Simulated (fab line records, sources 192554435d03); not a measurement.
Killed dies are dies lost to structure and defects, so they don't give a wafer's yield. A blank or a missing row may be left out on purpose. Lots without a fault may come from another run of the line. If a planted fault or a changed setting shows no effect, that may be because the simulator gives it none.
fab line records -- flow n5Finfet
record: lots: 10, wafers: 30, lastDay: 17
route steps=1938 shown BEOL_M2@913 BEOL_M3@960 BEOL_M4@1111
lots that met no fault: from a run of the same line without faults
startH: hours from the record's opening day to when the first of the lot's shown wafers began -- waitH: how many hours have passed since the lot's step before this one -- " same as the row above -- L1.1+2: a single row standing in for several wafers -- - value missing, or start not given -- * or withheld: withheld -- < > ~ a bound
route shown NAME@n: names a module that has steps shown in the file, with the first one's number in the route -- usual: average and standard deviation across the fault-free wafers -- same: alike in all rows -- chamber/n: place in a boat -- sites: per-site readings -- _std_site: their standard deviation -- _edge_site: the outer-site mean with the inner-site mean subtracted -- radiusMm: for every site, how far away it sits from the centre of the wafer -- mask NAME#n: copy n -- behind: tool/chamber where the wafer was last shaped -- hold: why the lot went on hold/how many hours it stayed there/how the hold came to an end -- device: which transistor (n, p or np) failed to switch -- end of line: at the end of the route, the tests of the same wafers -- for a step that has no rows: nothing shown but its recipe -- killed: dies lost to structure and defects at the first sort, not the wafer's yield -- map: dies across one wafer; x = killed, . = not, _ = none there
set.NAME: the setting that was run; set.NAME@STEP: the one run at that earlier step -- model.NAME: the simulator's own value behind a step, which no gauge read
the route's steps for a sample of lots (tables are steps, rows are wafers)
services: from which hour (startH, from the record's first day; less than 0 if before it) a tool's chamber was out of use, for how many hours, and why
== steps ==
step: N5_BEOL_M2_ANNEAL_89
recipe: tempC: 400, timeS: 240, ambient: vacuum
usual: heaterPowerW: 877/110
same: timeS: 240
lot.wafer,tool,chamber,startH,waitH,heaterPowerW
L502.2,pvdSputter-02,-,140.90,0.0,822
L502.3,pvdSputter-02,-,140.90,0.0,803
L502.5,pvdSputter-02,-,140.90,0.0,1026
L504.1,pvdSputter-03,-,153.59,0.0,777
L504.4,pvdSputter-03,-,153.59,0.0,893
L504.6,pvdSputter-03,-,153.59,0.0,877
L509.2,pvdSputter-01,-,175.77,0.0,854
L509.4,pvdSputter-01,-,175.77,0.0,652
L509.5,pvdSputter-01,-,175.77,0.0,649
L508.2,pvdSputter-02,-,177.90,0.0,1015
L508.3,pvdSputter-02,-,177.90,0.0,809
L508.4,pvdSputter-02,-,177.90,0.0,1035
L510.1,pvdSputter-01,-,185.47,0.0,833
L510.3,pvdSputter-01,-,185.47,0.0,824
L510.6,pvdSputter-01,-,185.47,0.0,839
L511.1,pvdSputter-02,-,199.99,0.0,803
L511.2,pvdSputter-02,-,199.99,0.0,1028
L511.3,pvdSputter-02,-,199.99,0.0,1037
L512.2,pvdSputter-03,-,200.29,0.0,820
L512.5,pvdSputter-03,-,200.29,0.0,1018
L512.6,pvdSputter-03,-,200.29,0.0,818
L522.2,pvdSputter-03,-,258.48,0.0,989
L522.3,pvdSputter-03,-,258.48,0.0,743
L522.4,pvdSputter-03,-,258.48,0.0,871
L524.1,pvdSputter-03,-,271.86,0.0,816
L524.2,pvdSputter-03,-,271.86,0.0,969
L524.6,pvdSputter-03,-,271.86,0.0,762
L525.1,pvdSputter-03,-,275.42,0.0,798
L525.3,pvdSputter-03,-,275.42,0.0,785
L525.5,pvdSputter-03,-,275.42,0.0,886
step: N5_BEOL_M2_DEP_57
recipe: material: SiCN, targetThkA: 80, tempC: withheld, precursor: 3MS/NH3, pressureTorr: 3, rfW: 202, timeS: 14
usual: showerheadPlenumPTorr: 3.667/0.012, showerheadVppV: 884/43, throttleValvePct: 9.3/0.67
same: timeS: 14
lot.wafer,tool,chamber,startH,waitH,showerheadPlenumPTorr,showerheadVppV,throttleValvePct
L502.2,pecvd-01,1,142.70,0.0,3.660,934,11.0
L502.3,pecvd-01,2,142.70,0.0,3.679,934,8.8
L502.5,pecvd-01,0,142.70,0.0,3.655,868,9.7
L504.1,pecvd-03,0,155.43,0.0,3.657,871,9.3
L504.4,pecvd-03,0,155.43,0.0,3.651,862,9.4
L504.6,pecvd-03,2,155.43,0.0,3.663,791,8.9
L509.2,pecvd-02,1,177.55,0.0,3.688,853,9.3
L509.4,pecvd-02,1,177.55,0.0,3.677,858,8.7
L509.5,pecvd-02,0,177.55,0.0,3.657,865,9.6
L508.2,pecvd-03,1,179.98,0.0,3.677,917,9.1
L508.3,pecvd-03,2,179.98,0.0,3.663,805,8.8
L508.4,pecvd-03,0,179.98,0.0,3.652,880,9.4
L510.1,pecvd-03,2,187.34,0.0,3.670,801,8.6
L510.3,pecvd-03,0,187.34,0.0,3.651,878,9.2
L510.6,pecvd-03,1,187.34,0.0,3.681,906,8.9
L511.1,pecvd-01,1,201.79,0.0,3.665,941,10.3
L511.2,pecvd-01,2,201.79,0.0,3.672,951,8.5
L511.3,pecvd-01,0,201.79,0.0,3.650,877,9.8
L512.2,pecvd-01,0,202.13,0.0,3.651,871,9.7
L512.5,pecvd-01,0,202.13,0.0,3.648,864,9.7
L512.6,pecvd-01,2,202.13,0.0,3.681,912,9.0
L522.2,pecvd-01,1,260.26,0.0,3.670,916,10.5
L522.3,pecvd-01,2,260.26,0.0,3.679,927,8.8
L522.4,pecvd-01,0,260.26,0.0,3.659,869,9.6
L524.1,pecvd-01,2,273.66,0.0,3.664,944,9.0
L524.2,pecvd-01,1,273.66,0.0,3.670,930,10.9
L524.6,pecvd-01,2,273.66,0.0,3.672,929,8.9
L525.1,pecvd-03,1,277.20,0.0,3.681,922,8.9
L525.3,pecvd-03,2,277.20,0.0,3.662,800,9.0
L525.5,pecvd-03,1,277.20,0.0,3.669,918,9.0
step: N5_BEOL_M2_RS_MEAS_58
recipe: thkMeasGauge: four-point-probe, reads: Co_of_BEOL_M2_CO_CAP_55+Cu_of_BEOL_M2_ECD_50+Co_of_BEOL_M2_CVD_47+TaN_of_BEOL_M2_ALD_84
usual: M2_RS: 0.68/0.03
lot.wafer,tool,chamber,startH,waitH,M2_RS[ohm/sq]
L502.2,filmMetro-02,-,142.77,0.1,0.70
L502.3,filmMetro-02,-,142.77,0.1,0.67
L502.5,filmMetro-02,-,142.77,0.1,0.73
L504.1,filmMetro-01,-,155.50,0.0,0.65
L504.4,filmMetro-01,-,155.50,0.0,0.72
L504.6,filmMetro-01,-,155.50,0.0,0.69
L509.2,filmMetro-01,-,177.62,0.1,0.68
L509.4,filmMetro-01,-,177.62,0.1,0.75
L509.5,filmMetro-01,-,177.62,0.1,0.68
L508.2,filmMetro-02,-,180.05,0.1,0.71
L508.3,filmMetro-02,-,180.05,0.1,0.67
L508.4,filmMetro-02,-,180.05,0.1,0.63
L510.1,filmMetro-02,-,187.41,0.0,0.64
L510.3,filmMetro-02,-,187.41,0.0,0.66
L510.6,filmMetro-02,-,187.41,0.0,0.66
L511.1,filmMetro-01,-,201.86,0.0,0.69
L511.2,filmMetro-01,-,201.86,0.0,0.68
L511.3,filmMetro-01,-,201.86,0.0,0.66
L512.2,filmMetro-01,-,202.19,0.1,0.70
L512.5,filmMetro-01,-,202.19,0.1,0.71
L512.6,filmMetro-01,-,202.19,0.1,0.76
L522.2,filmMetro-02,-,260.33,0.1,0.67
L522.3,filmMetro-02,-,260.33,0.1,0.68
L522.4,filmMetro-02,-,260.33,0.1,0.66
L524.1,filmMetro-01,-,273.75,0.1,0.67
L524.2,filmMetro-01,-,273.75,0.1,0.72
L524.6,filmMetro-01,-,273.75,0.1,0.68
L525.1,filmMetro-02,-,277.28,0.1,0.69
L525.3,filmMetro-02,-,277.28,0.1,0.68
L525.5,filmMetro-02,-,277.28,0.1,0.63
step: N5_BEOL_M3_COAT_22
recipe: resist: CAR-EUV, spinRpm: 1500, resistThkNm: 30
usual: chillPlateTempC: 23.01/0.079, spinSpeedRpm: 1499.9/0.9
lot.wafer,tool,chamber,startH,waitH,chillPlateTempC,spinSpeedRpm
L502.2,lithoTrack-05,0,144.20,-,22.91,1500.6
L502.3,lithoTrack-05,0,144.20,-,23.02,1500.4
L502.5,lithoTrack-05,0,144.20,-,23.02,1499.2
L504.1,lithoTrack-05,0,157.32,-,23.09,1499.9
L504.4,lithoTrack-05,0,157.32,-,23.06,1498.7
L504.6,lithoTrack-05,0,157.32,-,23.15,1502.3
L509.2,lithoTrack-05,0,179.47,-,22.94,1500.9
L509.4,lithoTrack-05,0,179.47,-,23.12,1500.1
L509.5,lithoTrack-05,0,179.47,-,22.93,1499.5
L508.2,lithoTrack-05,0,182.24,-,23.06,1501.3
L508.3,lithoTrack-05,0,182.24,-,23.01,1498.9
L508.4,lithoTrack-05,0,182.24,-,23.08,1501.8
L510.1,lithoTrack-02,0,190.43,-,23.02,1499.8
L510.3,lithoTrack-02,0,190.43,-,22.90,1499.0
L510.6,lithoTrack-02,0,190.43,-,23.02,1499.4
L511.1,lithoTrack-05,0,203.67,-,23.01,1336.0
L511.2,lithoTrack-05,0,203.67,-,22.99,1336.5
L511.3,lithoTrack-05,0,203.67,-,22.94,1336.7
L512.2,lithoTrack-05,0,204.60,-,22.94,1337.1
L512.5,lithoTrack-05,0,204.60,-,23.00,1336.2
L512.6,lithoTrack-05,0,204.60,-,22.96,1337.7
L522.2,lithoTrack-02,0,264.65,-,22.99,1500.4
L522.3,lithoTrack-02,0,264.65,-,23.08,1499.5
L522.4,lithoTrack-02,0,264.65,-,22.97,1500.5
L524.1,lithoTrack-02,0,275.44,-,22.94,1499.7
L524.2,lithoTrack-02,0,275.44,-,22.97,1499.5
L524.6,lithoTrack-02,0,275.44,-,23.08,1499.2
L525.1,lithoTrack-02,0,279.79,-,22.94,1499.6
L525.3,lithoTrack-02,0,279.79,-,22.98,1501.5
L525.5,lithoTrack-02,0,279.79,-,22.93,1501.5
step: N5_BEOL_M4_RC_MEAS_101
usual: DIBL_N: 36.3/1.7, DIBL_P: 36.5/1.8, IOFF_N: 0.16/0.033, IOFF_P: 0.21/0.037, ION_N: 675/11, ION_P: 462/7.9, SS_N: 71.6/0.64, SS_P: 73.3/0.68, VT_N: 249/3.3, VT_P: -250/3.3
lot.wafer,tool,chamber,startH,waitH,DIBL_N[mV/V],DIBL_P[mV/V],IOFF_N[nA/um],IOFF_P[nA/um],ION_N[uA/um],ION_P[uA/um],SS_N[mV/dec],SS_P[mV/dec],VT_N[mV],VT_P[mV]
L502.2,prober-01,0,159.47,0.2,35.4,36.0,0.14,0.19,666,457,71.4,73.2,253,-255
L502.3,prober-01,0,159.47,0.2,35.3,36.6,0.15,0.20,684,469,71.6,73.9,249,-252
L502.5,prober-01,0,159.47,0.2,34.9,36.1,0.15,0.19,678,466,71.6,73.7,253,-252
L504.1,prober-01,0,175.39,0.0,37.0,37.9,0.16,0.23,674,464,71.5,73.7,249,-251
L504.4,prober-01,0,175.39,0.0,35.9,36.4,0.14,0.22,669,461,71.1,73.5,251,-250
L504.6,prober-01,0,175.39,0.0,36.4,36.4,0.14,0.21,675,471,71.3,73.1,251,-250
L509.2,prober-02,0,198.17,0.2,33.1,32.8,0.11,0.17,665,462,70.6,72.3,255,-253
L509.4,prober-02,0,198.17,0.2,34.9,33.6,0.12,0.18,656,455,70.5,71.4,253,-250
L509.5,prober-02,0,198.17,0.2,33.9,33.6,0.11,0.18,668,461,70.7,71.8,255,-251
L508.2,prober-01,0,202.29,0.2,37.3,38.4,0.18,0.24,680,466,72.3,72.8,247,-251
L508.3,prober-01,0,202.29,0.2,36.6,36.7,0.17,0.22,688,459,71.7,72.8,250,-253
L508.4,prober-01,0,202.29,0.2,37.0,37.8,0.17,0.24,676,465,72.3,73.0,249,-248
L510.1,prober-02,0,207.58,0.0,37.4,38.4,0.18,0.24,660,460,72.2,73.5,251,-247
L510.3,prober-02,0,207.58,0.0,35.1,34.8,0.14,0.18,658,445,71.9,72.8,254,-251
L510.6,prober-02,0,207.58,0.0,32.3,33.3,0.11,0.16,657,457,70.5,72.1,255,-254
L512.2,prober-01,0,223.35,0.2,34.9,35.2,0.15,0.22,679,467,71.0,73.7,249,-250
L512.5,prober-01,0,223.35,0.2,35.6,36.8,0.16,0.23,675,467,71.6,74.1,249,-248
L512.6,prober-01,0,223.35,0.2,33.3,33.1,0.12,0.19,690,479,70.1,72.8,254,-249
L511.1,prober-02,0,223.77,0.1,34.4,34.8,0.11,0.16,662,448,70.0,72.8,253,-257
L511.2,prober-02,0,223.77,0.1,36.1,37.7,0.14,0.21,653,460,70.6,73.9,253,-251
L511.3,prober-02,0,223.77,0.1,36.9,38.2,0.15,0.20,662,450,71.1,73.8,251,-253
L522.2,prober-02,0,288.09,0.2,33.4,33.1,0.13,0.17,682,465,71.4,72.7,251,-254
L522.3,prober-02,0,288.09,0.2,35.3,34.8,0.16,0.19,677,462,71.3,73.6,247,-251
L522.4,prober-02,0,288.09,0.2,34.3,33.9,0.14,0.18,672,459,71.9,73.2,250,-252
L525.1,prober-01,0,298.10,0.0,33.2,33.6,0.12,0.16,669,452,71.2,72.4,252,-256
L525.3,prober-01,0,298.10,0.0,36.3,37.7,0.18,0.21,678,461,71.9,74.4,248,-250
L525.5,prober-01,0,298.10,0.0,36.8,38.6,0.19,0.22,677,458,72.1,74.3,246,-253
L524.1,prober-02,0,298.18,0.0,36.2,35.1,0.14,0.17,662,447,71.2,73.8,253,-251
L524.2,prober-02,0,298.18,0.0,37.3,36.3,0.16,0.18,677,458,72.1,73.9,249,-254
L524.6,prober-02,0,298.18,0.0,37.5,37.0,0.16,0.20,673,458,71.5,74.2,247,-253
== services ==
tool,chamber,startH,hours,kind
pecvd-01,2,119.08,2.1,scheduledDown
pvdSputter-03,-,121.68,0.6,repair
pvdSputter-02,-,124.42,3.5,repair
pecvd-02,-,136.08,14.6,pm
pecvd-03,-,141.25,0.5,repair
pecvd-02,0,153.68,4.6,repair
pecvd-03,0,160.72,5.5,scheduledDown
pecvd-02,1,192.94,5.5,scheduledDown
pecvd-01,1,224.34,2.1,scheduledDown
lithoTrack-02,-,227.30,-,consumableReplace:filter
pecvd-03,2,237.15,4.5,repair
lithoTrack-05,-,250.21,-,consumableReplace:filter
pecvd-01,0,271.13,58.4,repair
pecvd-02,0,272.02,2.1,scheduledDown
pvdSputter-03,-,278.15,5.5,repair
== key ==
firstSign: step: N5_BEOL_M3_COAT_22, reading: spinSpeedRpm, direction: down, sigmas: 99+, usual: *, struck: *
effect none on later readings
metAt N5_BEOL_M3_COAT_22
struckLots L511,L512
notActingAt N5_BEOL_M2_ANNEAL_89,N5_BEOL_M2_DEP_57,N5_BEOL_M2_RS_MEAS_58
onsetBetween 182.24 203.67
fault: kind: processParameterDrift, tool: lithoTrack-05, chamber: -, onsetH: 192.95, steps: N5_BEOL_M3_COAT_22, channel: spinRpm, offset: *, shape: step, endH: 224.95, actsIn: *, stated: *
